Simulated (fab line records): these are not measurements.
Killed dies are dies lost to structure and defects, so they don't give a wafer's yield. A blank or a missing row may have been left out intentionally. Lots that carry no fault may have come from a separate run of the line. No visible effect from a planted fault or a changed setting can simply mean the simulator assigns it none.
A struck lot beside a sound one :: flow n5-finfet :: 40 out of 1938 route steps
Sound: wafers L530.1, L530.3, L530.6. Struck: wafers L522.1, L522.2, L522.3. At the end, the cause is stated.
Order at every step that has rows: each side's tool, ch and its chambers, its first start. Under that, the readings that differ: sound wafers :: struck wafers :: difference of the means :: sigmas: that difference in standard deviations of wafers without a fault.
alike: same words and numbers on both sides, and readings whose means sit less than 2 such deviations apart. not compared: any withheld reading, any reading some wafer has no value for, any bound like >300 that may hide the same value, and any number with overlapping values for which the record gives no deviation.
A row with sigmas, a row that says differs or no value, or rows on one side alone: a step with any of these is where the two part. Non-overlapping numbers with no deviation appear without sigmas and do not part them. A reading missing from all wafers of one side parts the sides only when that side holds two or more wafers.

first, 11 steps without rows for these wafers: N5_MOL_CONTACT_COAG_WET_ETCH_116 (etches the open film in SC1-inhibited, target depth 4.6 nm, rinse time 30 s); N5_MOL_CONTACT_COAG_ALD_27 (deposits SiOC, target thk 17 nm, pulse time 1.5 s, time 2720 s); N5_MOL_CONTACT_COAG_CMP_28 (polishes, stops on SiNx, t overpolish 0.85 s, target thk 14.522 nm); N5_MOL_CONTACT_COAG_ALD_123 (deposits SiNx, target thk 5 nm, pulse time 1 s, purge time 2 s); N5_MOL_CONTACT_COAG_PECVD_31 (deposits SiO2 from TEOS/O2, target thk 46 nm, time 8.9 s); N5_MOL_CONTACT_COAG_COAT_75 (time 60 s, resist thk 60 nm); N5_MOL_CONTACT_COAG_COAT_76 (time 60 s, resist thk 10 nm); N5_MOL_CONTACT_COAG_COAT_77 (time 60 s, resist thk 10 nm); N5_MOL_CONTACT_COAG_COAT_78 (resist thk 40 nm); N5_MOL_CONTACT_COAG_EBR_80; N5_MOL_CONTACT_COAG_SOFTBAKE_79 (time 60 s).
N5_MOL_CONTACT_COAG_EXPOSE_81: exposes mask VG, defocus 0 nm.
  sound on euv-scanner-02 ch 0, day 10 18:07; struck on euv-scanner-01 ch 0, day 8 12:19
reading: model.MOL_CONTACT_COAG.overlay-x-nm (nm)
sound: 0.2 0.2 0.2
struck: 4 4 4
difference: +4
sigmas: 
  alike: mask, reticle-temp-C
then, 2 steps without rows for these wafers: N5_MOL_CONTACT_COAG_PEB_82 (peb time 60 s); N5_MOL_CONTACT_COAG_DEVELOP_83 (develop time 30 s).
N5_MOL_CONTACT_COAG_OVL_MEAS_85:
  sound on overlay-02 ch 0, day 10 18:17; struck on overlay-01 ch 0, day 8 12:29
reading: VG_OVL (nm)
sound: 0.2 0.6 0.2
struck: 4.4 4.4 3.8
difference: +3.9
sigmas: +5
then, 23 steps without rows for these wafers: N5_MOL_CONTACT_COAG_DESCUM_88 (chemistry O2, time 7 s); N5_MOL_CONTACT_COAG_ETCH_89 (etches underlayer in N2/H2, target depth 13 nm, time 10.4 s); N5_MOL_CONTACT_COAG_ETCH_90 (etches SiARC in CF4, target depth 13 nm, time 21.7 s); N5_MOL_CONTACT_COAG_ALD_131 (deposits SiO2, target thk 5 nm, pulse time 1 s, co reactant pulse time 1 s); N5_MOL_CONTACT_COAG_ETCHBACK_132 (etches SiO2 in CHF3, target depth 10 nm, time 6.7 s); N5_MOL_CONTACT_COAG_ETCH_91 (etches SOC in N2/H2, target depth 60 nm, overetch 21 nm, time 101.2 s); N5_MOL_CONTACT_COAG_STRIP_92 (strips in N2/H2); N5_MOL_CONTACT_COAG_STRIP_93 (strips in N2/H2); N5_MOL_CONTACT_COAG_ETCHBACK_135 (etches SiO2 in CHF3, target depth 25 nm, time 16.7 s); N5_MOL_CONTACT_COAG_STRIP_118 (strips in CHF3); N5_MOL_CONTACT_COAG_VIA_ETCH_46 (etches SiO2 in C4F6/O2, target depth 46 nm, overetch 9.2 nm, time 40 s); N5_MOL_CONTACT_COAG_STRIP_96 (strips in N2/H2); N5_MOL_CONTACT_COAG_ETCH_47 (etches SiNx in CH3F/O2, stops on W, target depth 27 nm); N5_MOL_CONTACT_COAG_STRIP_119 (strips in N2/H2, time 30 s); N5_MOL_CONTACT_COAG_PRECLEAN_144 (cleans in alkaline clean, time 60 s); N5_MOL_CONTACT_COAG_SRD_145 (time 30 s); N5_MOL_CONTACT_COAG_COAT_62 (time 60 s, resist thk 60 nm); N5_MOL_CONTACT_COAG_COAT_63 (time 60 s, resist thk 10 nm); N5_MOL_CONTACT_COAG_COAT_64 (time 60 s, resist thk 10 nm); N5_MOL_CONTACT_COAG_COAT_34 (resist thk 40 nm); N5_MOL_CONTACT_COAG_EBR_36; N5_MOL_CONTACT_COAG_SOFTBAKE_35 (time 60 s); N5_MOL_CONTACT_COAG_EXPOSE_37 (exposes mask VD, defocus 0 nm).
-- the record jumps here: 3 days lie between the struck wafers' starts before and after (it left off in module MOL_CONTACT_COAG and takes up again in module BEOL_M4, whose first step shown is number 1111 of the route) --
N5_BEOL_M4_RC_MEAS_101:
  sound on prober-01 ch 0, day 13 12:31; struck on prober-01 ch 0, day 11 01:53
  alike: DIBL_N, DIBL_P, IOFF_N, IOFF_P, ION_N, ION_P, SS_N, SS_P, VT_N, VT_P
-- here the record skips 5 days between the struck wafers' starts before and after, leaving off in module BEOL_M4 and picking up in module PASSIVATION (first step shown: number 1936 of the route) --
N5_PASSIVATION_PROBE_49:
  sound: prober-02 at day 18 07:22; struck: prober-02 at day 15 14:47
reading: defect-limited-yield (%)
sound: 93.1 91.1 90.9
struck: 85.5 84.2 85.9
difference: -6.5
sigmas: -4

reading: killed_at_M0_to_M3
sound: 26 35 25
struck: 46 50 47
difference: +19
sigmas: +2

reading: killed-at-contacts
sound: 5 16 18
struck: 62 76 40
difference: +46
sigmas: +8

reading: killed-dies
sound: 82 105 107
struck: 171 187 166
difference: +77
sigmas: +4

reading: sort_bin_5_function (%)
sound: 4.3 5.3 5.1
struck: 7.2 9.5 8.3
difference: +3.4
sigmas: +3

reading: sort-n-pass
sound: 1098 1075 1073
struck: 1009 993 1014
difference: -77
sigmas: -4

reading: sort-yield-pct (%)
sound: 93.1 91.1 90.9
struck: 85.5 84.2 85.9
difference: -6.5
sigmas: -4
  alike: killed_at_M4_up, killed-at-front-end, killed-at-other, killed-open, killed-short, sort_bin_6_memory, sort_bin_8_speed

== WHERE THEY PART ==
First at N5_MOL_CONTACT_COAG_OVL_MEAS_85; last, within this record, at N5_PASSIVATION_PROBE_49.

WHY: what the simulator had put in
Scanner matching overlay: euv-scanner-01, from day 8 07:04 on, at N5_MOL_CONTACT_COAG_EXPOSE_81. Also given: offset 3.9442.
